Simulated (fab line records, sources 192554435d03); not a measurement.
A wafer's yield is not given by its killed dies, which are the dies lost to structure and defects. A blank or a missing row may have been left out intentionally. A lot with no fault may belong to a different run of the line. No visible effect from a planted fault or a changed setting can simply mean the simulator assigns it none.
One fault through the eyes of 2 desks / flow n5_finfet / every desk sees just its own numbers, and what lay behind them comes last

## TOOL OWNER'S DESK, rie_metal-01
The tool's own readings at N5_GATE_CUT_CUT_ETCH_54 (etches TiN in Cl2/BCl3, target depth 96.7 nm): means of the sampled wafers that have a number, for each lot that ran on this tool. If a lot's mean is further than 4 standard deviations from the usual mean, the lot is out of limits and carries the mark OUT (the distance appears in the brackets).
Columns: A = bias_w at N5_GATE_CUT_CUT_ETCH_54, usual 125.9 W; B = chamber_pressure_mTorr at N5_GATE_CUT_CUT_ETCH_54, usual 9.999 mTorr; C = drypump_motor_current_A at N5_GATE_CUT_CUT_ETCH_54, usual 5.7 A; D = etch_rf_on_time_s at N5_GATE_CUT_CUT_ETCH_54, usual 36.0 s; E = oes_product_au at N5_GATE_CUT_CUT_ETCH_54, usual 0.78 a.u.; F = throttle_valve_pct at N5_GATE_CUT_CUT_ETCH_54, usual 22.32 %
lot=L848; first seen here=day 4 15:40; A=126.3; B=10.008; C=6.0; D=37.2; E=0.73; F=22.27
lot=L850; first seen here=day 4 22:34; A=125.3; B=10.008; C=6.3; D=37.8; E=0.83; F=22.16
lot=L853; first seen here=day 5 22:29; A=125.9; B=9.999; C=6.1; D=36.7; E=0.84; F=22.27
lot=L857; first seen here=day 6 19:03; A=140.1 (+34) OUT; B=10.002; C=6.2; D=36.0; E=0.82; F=22.13
lot=L860; first seen here=day 7 12:03; A=135.2 (+22) OUT; B=10.000; C=6.0; D=35.7; E=0.82; F=22.27
Finding of this desk: L857, L860 out of limits; the first was L857 at day 6 19:03, on bias_w at N5_GATE_CUT_CUT_ETCH_54. In limits: L848, L850, L853.

## METROLOGY DESK
Means of the sampled wafers that have a number, per lot and without regard to the tool the lot ran on: this is what the gauges read. If a lot's mean is further than 4 standard deviations from the usual mean, the lot is out of limits and carries the mark OUT (the distance appears in the brackets). It has 10 readings; the 7 that lie furthest out on some lot are the ones shown.
Columns: A = DIBL_P at N5_BEOL_M4_RC_MEAS_101, usual 35.9 mV/V; B = IOFF_P at N5_BEOL_M4_RC_MEAS_101, usual 0.21 nA/um; C = ION_N at N5_BEOL_M4_RC_MEAS_101, usual 675 uA/um; D = ION_P at N5_BEOL_M4_RC_MEAS_101, usual 463 uA/um; E = SS_P at N5_BEOL_M4_RC_MEAS_101, usual 73.2 mV/dec; F = VT_N at N5_BEOL_M4_RC_MEAS_101, usual 250 mV; G = VT_P at N5_BEOL_M4_RC_MEAS_101, usual -251 mV
lot=L848; first seen here=day 7 20:41; A=33.0; B=0.18; C=665; D=461; E=72.4; F=253; G=-251
lot=L850; first seen here=day 8 00:55; A=36.0; B=0.19; C=670; D=458; E=73.0; F=251; G=-253
lot=L853; first seen here=day 9 03:22; A=35.7; B=0.20; C=676; D=461; E=73.4; F=249; G=-251
lot=L857; first seen here=day 9 23:51; A=35.0; B=0.17; C=657; D=450; E=73.1; F=256; G=-256
lot=L860; first seen here=day 11 07:26; A=36.0; B=0.19; C=673; D=461; E=72.8; F=248; G=-251
lot=L865; first seen here=day 12 02:56; A=37.8; B=0.23; C=681; D=466; E=73.2; F=246; G=-250
lot=L868; first seen here=day 13 05:34; A=36.3; B=0.21; C=679; D=464; E=73.5; F=250; G=-252
lot=L870; first seen here=day 13 18:15; A=38.0; B=0.23; C=683; D=465; E=73.9; F=245; G=-251
lot=L871; first seen here=day 13 18:21; A=37.2; B=0.26; C=692; D=477; E=73.7; F=245; G=-246
Finding of this desk: none of the 9 lots has anything out of limits.

## ALL TOGETHER
The tool owner's desk had the chance to raise an alarm at day 6 19:03 on L857, L860.
Nothing out of limits was seen by the metrology desk.
The metrology desk has L857, L860 on record, within its limits.
On rie_metal-01, each named lot ran N5_GATE_CUT_CUT_ETCH_54.

## WHAT THE SIMULATOR HAD INSERTED
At N5_GATE_CUT_CUT_ETCH_54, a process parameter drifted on rie_metal-01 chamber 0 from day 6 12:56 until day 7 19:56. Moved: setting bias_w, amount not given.
Lots struck among those shown: L857, L860.
Time in hours from fault onset to the first out-of-limits reading at each desk: the tool owner's desk, 6.
